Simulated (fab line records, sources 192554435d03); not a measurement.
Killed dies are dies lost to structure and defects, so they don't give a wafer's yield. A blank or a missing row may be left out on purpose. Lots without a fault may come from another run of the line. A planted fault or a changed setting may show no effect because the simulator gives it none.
Which tool did it? | flow n5_finfet | 11 lots, 33 wafers sampled, at 5 steps of a route of 1938

WHAT THE GAUGES READ, wafer by wafer
The record holds no reading of a measuring or inspecting step that can be judged against a usual standard deviation.

WHICH TOOL RAN EACH LOT (tool, then ch and the chambers of the sampled wafers, then the start)
lot  | N5_BEOL_M13_ETCH_67                | N5_BEOL_M13_STRIP_37                 | N5_BEOL_M13_SPUTTER_43       | N5_BEOL_M13_SPUTTER_45       | N5_PASSIVATION_PROBE_49
L718 | rie_diel-01 ch 0,3, day 11 12:03   | plasma_asher-01 ch 0,1, day 11 12:38 | pvd_sputter-03, day 11 13:47 | pvd_sputter-03, day 11 13:56 | prober-01, day 12 21:25
L719 | rie_diel-06 ch 0,2, day 12 00:09   | plasma_asher-01 ch 0,1, day 12 02:43 | pvd_sputter-02, day 12 03:05 | pvd_sputter-02, day 12 03:14 | prober-02, day 13 09:25
L720 | rie_diel-01 ch 0,1, day 12 09:06   | plasma_asher-01 ch 0,1, day 12 09:53 | pvd_sputter-02, day 12 11:29 | pvd_sputter-02, day 12 11:38 | prober-02, day 13 14:43
L721 | rie_diel-04 ch 0,2, day 12 14:10   | plasma_asher-02 ch 0,1, day 12 14:44 | pvd_sputter-02, day 12 15:43 | pvd_sputter-02, day 12 15:53 | prober-01, day 13 21:29
L723 | rie_diel-06 ch 1,2, day 12 17:55   | plasma_asher-01 ch 0,1, day 12 18:30 | pvd_sputter-02, day 12 20:11 | pvd_sputter-02, day 12 20:20 | prober-02, day 14 03:25
L724 | rie_diel-04 ch 0,3, day 13 09:05   | plasma_asher-01 ch 0,1, day 13 09:40 | pvd_sputter-02, day 13 10:02 | pvd_sputter-02, day 13 10:11 | prober-02, day 14 16:29
L732 | rie_diel-01 ch 0,2,3, day 14 20:43 | plasma_asher-01 ch 0,1, day 14 21:19 | pvd_sputter-03, day 15 02:23 | pvd_sputter-03, day 15 02:32 | prober-02, day 16 21:03
L737 | rie_diel-06 ch 0,1,2, day 16 01:32 | plasma_asher-01 ch 0,1, day 16 02:27 | pvd_sputter-02, day 16 07:35 | pvd_sputter-02, day 16 07:44 | prober-01, day 17 13:50
L736 | rie_diel-01 ch 1,3, day 16 02:04   | plasma_asher-01 ch 0,1, day 16 02:39 | pvd_sputter-02, day 16 08:08 | pvd_sputter-02, day 16 08:18 | prober-02, day 17 15:38
L738 | rie_diel-04 ch 0,1,3, day 16 19:25 | plasma_asher-01 ch 0,1, day 16 20:00 | pvd_sputter-02, day 17 00:16 | pvd_sputter-02, day 17 00:25 | prober-02, day 18 06:28
L740 | rie_diel-04 ch 1,2, day 17 11:18   | plasma_asher-01 ch 0,1, day 17 11:53 | pvd_sputter-01, day 17 13:53 | pvd_sputter-01, day 17 14:03 | prober-02, day 18 22:45
- N5_BEOL_M13_ETCH_67: etches SiARC in CF4, target depth 143 nm, time 238.3 s.
- N5_BEOL_M13_STRIP_37: strips in N2/H2.
- N5_BEOL_M13_SPUTTER_43: material TaN, target thk 15 nm, time 24.19 s.
- N5_BEOL_M13_SPUTTER_45: material Cu, target thk 80 nm, time 13.33 s.
- N5_PASSIVATION_PROBE_49

WHAT THE TOOLS THEMSELVES READ (means of the sampled wafers that have a number; where no wafer has one, the mark that the record gives instead)
N5_BEOL_M13_ETCH_67. Usual: drypump_motor_current_A 5.8 A, standard deviation 0.46; etch_rf_on_time_s 239 s, standard deviation 6.2; oes_product_au 0.68 a.u., standard deviation 0.09; rf_vpp_V 184.0 V, standard deviation 1.3; showerhead_plenum_p_Torr 2.14 Torr, standard deviation 0.073; throttle_valve_pct 15.65 %, standard deviation 0.26.
lot  | tool        | drypump_motor_current_A (A) | etch_rf_on_time_s (s) | oes_product_au (a.u.) | rf_vpp_V (V) | showerhead_plenum_p_Torr (Torr) | throttle_valve_pct (%) | flag
L718 | rie_diel-01 | 6.1                         | 244                   | 0.58                  | 183.9        | 2.07                            | 15.90                  |
L719 | rie_diel-06 | 5.3                         | 240                   | 0.66                  | 184.8        | 2.22                            | 15.74                  |
L720 | rie_diel-01 | 6.3                         | 242                   | 0.60                  | 183.5        | 2.07                            | 15.97                  |
L721 | rie_diel-04 | 5.5                         | 240                   | 0.65                  | 185.0        | 2.19                            | 15.67                  |
L723 | rie_diel-06 | 5.0                         | 233                   | 0.72                  | 184.3        | 2.17                            | 15.51                  |
L724 | rie_diel-04 | 5.6                         | 242                   | 0.67                  | 184.6        | 2.20                            | 15.60                  |
L732 | rie_diel-01 | 5.7                         | 241                   | 0.67                  | 184.2        | 2.13                            | 15.72                  |
L737 | rie_diel-06 | 5.3                         | 240                   | 0.64                  | 183.5        | 2.14                            | 15.69                  |
L736 | rie_diel-01 | 6.1                         | 237                   | 0.72                  | 184.0        | 2.11                            | 15.46                  |
L738 | rie_diel-04 | 5.6                         | 236                   | 0.71                  | 184.9        | 2.19                            | 15.60                  |
L740 | rie_diel-04 | 5.6                         | 229                   | 0.76                  | 184.8        | 2.16                            | 15.63                  |

N5_BEOL_M13_STRIP_37. Usual: drypump_motor_current_A 5.70 A, standard deviation 0.28; heater_power_w 319 W, standard deviation 27; oes_product_au 0.784 a.u., standard deviation 0.012.
lot  | tool            | drypump_motor_current_A (A) | heater_power_w (W) | oes_product_au (a.u.) | flag
L718 | plasma_asher-01 | 5.83                        | 308                | 0.786                 |
L719 | plasma_asher-01 | 5.83                        | 309                | 0.767                 |
L720 | plasma_asher-01 | 5.82                        | 306                | 0.777                 |
L721 | plasma_asher-02 | 5.34                        | 350                | 0.789                 |
L723 | plasma_asher-01 | 5.81                        | 303                | 0.779                 |
L724 | plasma_asher-01 | 5.94                        | 296                | 0.787                 |
L732 | plasma_asher-01 | 5.90                        | 302                | 0.787                 |
L737 | plasma_asher-01 | 5.84                        | 303                | 0.781                 |
L736 | plasma_asher-01 | 5.92                        | 298                | 0.777                 |
L738 | plasma_asher-01 | 5.93                        | 292                | 0.786                 |
L740 | plasma_asher-01 | 5.90                        | 304                | 0.789                 |

N5_BEOL_M13_SPUTTER_43. Usual: cathode_dc_power_W 15000 W, standard deviation 2.9; throttle_valve_pct 29.8 %, standard deviation 1.2.
lot  | tool           | cathode_dc_power_W (W) | throttle_valve_pct (%) | flag
L718 | pvd_sputter-03 | 14997                  | 30.4                   |
L719 | pvd_sputter-02 | 14999                  | 29.6                   |
L720 | pvd_sputter-02 | 15000                  | 29.7                   |
L721 | pvd_sputter-02 | 15002                  | 30.2                   |
L723 | pvd_sputter-02 | 14998                  | 30.5                   |
L724 | pvd_sputter-02 | 15004                  | 29.7                   |
L732 | pvd_sputter-03 | 14999                  | 30.3                   |
L737 | pvd_sputter-02 | 15001                  | 30.1                   |
L736 | pvd_sputter-02 | 15000                  | 29.2                   |
L738 | pvd_sputter-02 | 15001                  | 30.3                   |
L740 | pvd_sputter-01 | 15000                  | 28.7                   |

N5_BEOL_M13_SPUTTER_45. Usual: cathode_dc_power_W 26000 W, standard deviation 4.9; throttle_valve_pct 29.8 %, standard deviation 1.2.
lot  | tool           | cathode_dc_power_W (W) | throttle_valve_pct (%) | flag
L718 | pvd_sputter-03 | 26000                  | 30.3                   |
L719 | pvd_sputter-02 | 26007                  | 29.7                   |
L720 | pvd_sputter-02 | 26000                  | 29.8                   |
L721 | pvd_sputter-02 | 26367                  | 30.2                   | OFF
L723 | pvd_sputter-02 | 26364                  | 30.6                   | OFF
L724 | pvd_sputter-02 | 26372                  | 29.7                   | OFF
L732 | pvd_sputter-03 | 26002                  | 30.1                   |
L737 | pvd_sputter-02 | 25998                  | 30.1                   |
L736 | pvd_sputter-02 | 25999                  | 29.4                   |
L738 | pvd_sputter-02 | 25998                  | 30.2                   |
L740 | pvd_sputter-01 | 25998                  | 28.5                   |

N5_PASSIVATION_PROBE_49. Usual: defect_limited_yield 91.3 %, standard deviation 1.3; killed_at_M0_to_M3 35, standard deviation 9.3; killed_at_M4_up 14, standard deviation 5.2; killed_at_contacts 12, standard deviation 5.9; killed_at_front_end 38, standard deviation 11; killed_at_other 4, standard deviation 3.7; killed_dies 103, standard deviation 15; killed_open 67, standard deviation 12; killed_short 34, standard deviation 8; sort_bin_5_function 5.1 %, standard deviation 0.88; sort_bin_6_memory 3.3 %, standard deviation 0.65; sort_n_pass 1077, standard deviation 15; sort_yield_pct 91.3 %, standard deviation 1.3.
lot  | tool      | defect_limited_yield (%) | killed_at_M0_to_M3 | killed_at_M4_up | killed_at_contacts | killed_at_front_end | killed_at_other | killed_dies | killed_open | killed_short | sort_bin_5_function (%) | sort_bin_6_memory (%) | sort_n_pass | sort_yield_pct (%) | flag
L718 | prober-01 | 92.1                     | 34                 | 12              | 13                 | 30                  | 6               | 94          | 63          | 30           | 4.6                     | 3.0                   | 1086        | 92.1               |
L719 | prober-02 | 93.0                     | 27                 | 12              | 9                  | 32                  | 3               | 83          | 54          | 28           | 4.2                     | 2.6                   | 1097        | 93.0               |
L720 | prober-02 | 90.7                     | 40                 | 16              | 19                 | 32                  | 1               | 109         | 70          | 38           | 5.7                     | 3.3                   | 1071        | 90.7               |
L721 | prober-01 | 90.9                     | 50                 | 14              | 11                 | 32                  | 0               | 107         | 71          | 35           | 5.0                     | 3.6                   | 1073        | 90.9               |
L723 | prober-02 | 90.1                     | 35                 | 19              | 10                 | 51                  | 1               | 116         | 85          | 30           | 5.8                     | 3.9                   | 1064        | 90.1               |
L724 | prober-02 | 90.5                     | 32                 | 20              | 26                 | 32                  | 1               | 112         | 78          | 33           | 5.8                     | 3.5                   | 1068        | 90.5               |
L732 | prober-02 | 91.9                     | 29                 | 14              | 12                 | 38                  | 1               | 95          | 59          | 34           | 5.1                     | 2.7                   | 1085        | 91.9               |
L737 | prober-01 | 91.4                     | 30                 | 10              | 17                 | 36                  | 8               | 102         | 67          | 33           | 5.1                     | 3.1                   | 1078        | 91.4               |
L736 | prober-02 | 90.9                     | 34                 | 15              | 10                 | 47                  | 2               | 107         | 59          | 47           | 5.1                     | 3.6                   | 1073        | 90.9               |
L738 | prober-02 | 92.4                     | 30                 | 7               | 15                 | 38                  | 0               | 90          | 65          | 24           | 3.9                     | 3.5                   | 1090        | 92.4               |
L740 | prober-02 | 90.6                     | 43                 | 22              | 8                  | 37                  | 1               | 111         | 78          | 32           | 5.7                     | 3.5                   | 1069        | 90.6               |

THE ANSWER, worked out from the rows above alone
Rule: a lot is off if the mean of its wafers that have a number lies more than 3 standard deviations from the usual mean. A lot without any number at a reading at which 4 lots or more have one is off too. The other lots that the step has rows for count as sound. The gauges are gone through in route order, then the tools' own readings, and for those a lot's mean is taken as printed above. The first step at which some lot is off is used, and at that step the reading that is off furthest; a lot without a number counts as furthest.
Off: L721, L723, L724, at N5_BEOL_M13_SPUTTER_45 (cathode_dc_power_W).
A tool fits if, at that step or a process step before it, it ran every lot that is off, and no sound lot after the first of them. None of those tried fits.

WHAT THE SIMULATOR HAD PUT IN
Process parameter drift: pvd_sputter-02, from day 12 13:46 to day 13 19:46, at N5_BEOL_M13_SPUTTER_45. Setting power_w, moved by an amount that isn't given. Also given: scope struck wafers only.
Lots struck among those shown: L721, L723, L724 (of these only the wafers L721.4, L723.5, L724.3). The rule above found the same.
